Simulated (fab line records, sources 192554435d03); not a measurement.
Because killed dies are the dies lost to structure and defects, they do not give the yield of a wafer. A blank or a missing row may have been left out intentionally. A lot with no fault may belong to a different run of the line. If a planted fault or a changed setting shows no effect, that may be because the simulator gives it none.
Split-lot study	flow n5_finfet	route with 1938 steps; 7 lots, 21 wafers read

== SPLIT DETAILS ==
At N5_BEOL_M11_ILD_DEP_00 (deposits SiCOH lowk from DEMS/porogen, target thk 308.51 nm, time 58 s), the setting time_s was moved away from the recipe's 58 s on 6 of the 21 wafers read, by -11.9% to +4.7%. This setting was run at the recipe's value on the other wafers.

== BETWEEN THE SPLIT AND THE READING: the file shows 1 step in between ==
- N5_BEOL_M11_CURE_71: cures SiCOH lowk, time 240 s

== THE READING ==
M11_ILD_THK, in nm, at N5_BEOL_M11_THK_MEAS_01. Fault-free wafers of this fab line usually give 268 nm, standard deviation 4.1 nm.

wafer	tool, chamber at the split	time_s as run, s	against the recipe	M11_ILD_THK, nm	against lot-mates on the recipe
L075.3	pecvd-02, 0	51.11	-11.9%	232	-34
L075.5	pecvd-02, 2	58	recipe	266	-
L075.6	pecvd-02, 0	51.11	-11.9%	240	-26
L077.1	pecvd-01, 0	60.72	+4.7%	276	+8
L077.2	pecvd-01, 1	60.72	+4.7%	281	+13
L077.6	pecvd-01, 0	58	recipe	268	-
L083.1	pecvd-02, 2	58	recipe	265	-
L083.3	pecvd-02, 1	58	recipe	270	-
L083.6	pecvd-02, 0	58	recipe	269	-
L080.1	pecvd-03, 1	58	recipe	260	-
L080.3	pecvd-03, 2	58	recipe	263	-
L080.6	pecvd-03, 1	58	recipe	267	-
L091.2	pecvd-01, 0	58	recipe	262	-
L091.5	pecvd-01, 2	58	recipe	267	-
L091.6	pecvd-01, 0	58	recipe	266	-
L090.3	pecvd-03, 2	58	recipe	270	-
L090.5	pecvd-03, 1	52.73	-9.1%	248	-22
L090.6	pecvd-03, 0	52.73	-9.1%	241	-29
L095.2	pecvd-01, 1	58	recipe	274	-
L095.3	pecvd-01, 2	58	recipe	270	-
L095.6	pecvd-01, 0	58	recipe	273	-

FIT RESULTS
A straight line over all 21 wafers: M11_ILD_THK changes by +2.56 nm for each +1% of time_s; r = +0.95; the points scatter about the line by 3.9 nm.
The same after taking each lot's own level away (the mean of its wafers on the recipe; 21 wafers): +2.57 nm for each +1%; r = +0.98; scatter 2.7 nm.
The reading moves by 31 nm for the largest change in time_s, on that fit.
The lots' own levels span 263.3 to 272.3 nm, that is 2.2 times the standard deviation above.
The two slopes agree, so the slope changes little with the lot-to-lot level.
Check: with one of the wafers moved furthest among these (-11.9%) left out of the fit, the line predicts -29.6 nm for it against its lot-mates. It came out at -34 nm against them.

== THE OTHER SPLITS THESE WAFERS WENT THROUGH ==
Note: prior to the reading, these wafers also went through further splits. Each is held against what the fit with the lots' levels taken away leaves over:
other split on the same wafers	wafers away from the commonest value	r with M11_ILD_THK (lot level and that fit taken away)
N5_BEOL_M4_COAT_67 spin_rpm	9	+0.06
N5_BEOL_M7_DESCUM_33 time_s	8	-0.43
N5_BEOL_M7_TRENCH_ETCH_37 source_w	6	+0.26
N5_BEOL_M8_DESCUM_33 time_s	5	+0.26
N5_BEOL_M8_ETCH_72 h2_flow_sccm	2	+0.31
N5_BEOL_M9_ILD_DEP_00 time_s	8	-0.10
N5_BEOL_M10_ETCH_62 time_s	5	-0.25
N5_BEOL_M10_COAT_63 spin_rpm	8	+0.49

== THE WHOLE CHAIN: every reading that the file lists as answering this split, in the file's order ==
step	what it does	reading	change (the file's fit)	r (the file's)
N5_BEOL_M11_ILD_DEP_00	deposits SiCOH lowk from DEMS/porogen, target thk 308.51 nm, time 58 s	SiCOH_lowk_of_BEOL_M11_ILD_DEP_00.thk_nm (the simulator's own value, which no gauge read)	+2.96 nm for each +1% of the setting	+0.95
N5_BEOL_M11_CURE_71	cures SiCOH lowk, time 240 s	SiCOH_lowk_of_BEOL_M11_ILD_DEP_00.thk_nm (the simulator's own value, which no gauge read)	+2.62 nm for each +1% of the setting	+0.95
N5_BEOL_M11_THK_MEAS_01		M11_ILD_THK	+2.62 for each +1% of the setting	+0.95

== THE FILE'S OWN FIT ==
M11_ILD_THK changes by +2.62 nm for each +1% of time_s, r = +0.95.
